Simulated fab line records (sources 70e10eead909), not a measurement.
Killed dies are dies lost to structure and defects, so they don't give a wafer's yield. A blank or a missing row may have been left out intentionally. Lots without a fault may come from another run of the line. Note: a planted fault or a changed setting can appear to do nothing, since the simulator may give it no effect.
Chamber matching -- flow nand-harc -- 4 sister chambers for NHARC_A_STAIRCASE_ETCH_292 on rie-diel-11
The step etches the open film in CF4/CHF3. 4 wafers are shown with their chamber, then 9 later ones without.

== WAFERS PAIRED WITH THEIR CHAMBERS ==
wafer,chamber,showerhead-plenum-p-Torr (Torr)
L082.3,2,1.69
L090.1,1,1.67
L090.3,3,1.48
L090.6,0,1.49

== WAFERS WHOSE CHAMBER IS MISSING ==
wafer,showerhead-plenum-p-Torr (Torr)
L089.1,1.67
L089.2,1.48
L089.5,1.49
L094.1,1.47
L094.4,1.47
L094.6,1.49
L095.1,1.47
L095.3,1.68
L095.6,1.49

== CHAMBER TAKEN BY EACH ==
wafer,from the rows above,in truth
L089.1,1,1
L089.2,can't be placed: 3 or 0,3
L089.5,can't be placed: 0 or 3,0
L094.1,can't be placed: 3 or 0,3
L094.4,can't be placed: 3 or 0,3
L094.6,can't be placed: 0 or 3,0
L095.1,can't be placed: 3 or 0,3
L095.3,can't be placed: 1 or 2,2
L095.6,can't be placed: 0 or 3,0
1 of 9 placed correctly. From these rows, 8 cannot be placed; in 8 the true chamber is one of the candidates. Number placed wrongly: 0.
How it was worked out, from the rows above alone: a wafer's distance from a chamber is the root of the sum, over the readings, of the square of ((its reading less the chamber's mean) divided by the reading's scatter). If the next closest chamber is less than 2 further off than the closest, the wafer can't be placed; otherwise it belongs to the closest. Each chamber's mean is taken over the wafers shown for it. The scatter (one wafer shown for each chamber): square how far every hidden wafer sits from the nearest shown wafer, average those squares and take the square root.
